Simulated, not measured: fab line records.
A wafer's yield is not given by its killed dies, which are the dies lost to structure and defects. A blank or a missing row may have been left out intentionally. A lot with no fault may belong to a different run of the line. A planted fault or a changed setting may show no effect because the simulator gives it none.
Split-lot study -- flow n5 finfet -- route with 1938 steps; 7 lots, 21 wafers read

== THE SPLIT ==
At N5_BEOL_M15_CMP_49 (polishes, stops on SiO2, t overpolish 4.9 s, target thk 850 nm), the setting down force psi was moved away from the recipe's 2 psi on 4 of the 21 wafers read, by -21.8% to +13.1%. All remaining wafers had this setting at the recipe value.

The reading is taken at the split's own step.

== THE READING ==
barrier field endpoint s, in s, at N5_BEOL_M15_CMP_49 (polishes, stops on SiO2, t overpolish 4.9 s, target thk 850 nm). Fault-free wafers of this fab line usually give 11.41 s, standard deviation 0.2 s.

wafer,"tool, chamber at the split","down force psi as run, psi",against the recipe,"barrier field endpoint s, s",against lot-mates on the recipe
L078.3,"cmp-01, 1",2,recipe,11.32,-
L078.2,"cmp-01, 2",2,recipe,10.99,-
L078.1,"cmp-01, 0",1.838,-8.1%,12.38,+1.22
L079.3,"cmp-01, 0",2,recipe,11.39,-
L079.4,"cmp-01, 1",2,recipe,11.31,-
L079.1,"cmp-01, 3",2.262,+13.1%,10.30,-1.05
L081.2,"cmp-01, 0",2,recipe,11.04,-
L081.5,"cmp-01, 3",2,recipe,11.96,-
L081.6,"cmp-01, 0",2,recipe,12.30,-
L085.4,"cmp-04, 3",1.565,-21.8%,14.31,+2.84
L085.2,"cmp-04, 0",2,recipe,11.62,-
L085.6,"cmp-04, 0",2,recipe,11.32,-
L087.1,"cmp-02, 2",2,recipe,11.37,-
L087.4,"cmp-02, 3",2,recipe,11.69,-
L087.2,"cmp-02, 0",2,recipe,12.10,-
L091.1,"cmp-04, 0",2,recipe,11.59,-
L091.2,"cmp-04, 1",1.618,-19.1%,14.21,+2.57
L091.4,"cmp-04, 3",2,recipe,11.70,-
L097.2,"cmp-02, 2",2,recipe,11.40,-
L097.4,"cmp-02, 3",2,recipe,11.12,-
L097.1,"cmp-02, 0",2,recipe,11.01,-

FIT RESULTS
A straight line over all 21 wafers: barrier field endpoint s changes by -0.126 s for each +1% of down force psi; r = -0.93; the points scatter about the line by 0.37 s.
The same after taking each lot's own level away (the mean of its wafers on the recipe; 21 wafers): -0.123 s for each +1%; r = -0.95; scatter 0.3 s.
On that fit, the largest move of down force psi shifts the reading by 2.7 s.
The span of the lots' own levels, 11.155 to 11.767 s, comes to 3.1 times the standard deviation stated above.
The two slopes agree, so the slope changes little with the lot-to-lot level.
Check: with one of the wafers moved furthest among these (-21.8%) left out of the fit, the line predicts +2.65 s for it against its lot-mates. It came out at +2.84 s against them.
Tool readings at the split's step, against how far the setting was moved: barrier field endpoint s r = -0.93.

== ADDITIONAL SPLITS CARRIED BY THESE WAFERS ==
Other splits were also applied to these wafers ahead of the reading. Each is held against what the fit with the lots' levels taken away leaves over:
other split on the same wafers,wafers away from the commonest value,r with barrier field endpoint s (lot level and that fit taken away)
N5_BEOL_M14_EXPOSE_07 dose mj,3,-0.07
N5_BEOL_M15_PEB_26 peb temp c,9,-0.25
N5_BEOL_M15_DEVELOP_27 develop time s,10,-0.12
N5_BEOL_M15_SPUTTER_44 power w,3,+0.45

== THE FILE'S OWN FIT ==
barrier field endpoint s changes by -0.125 s for each +1% of down force psi, r = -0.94.
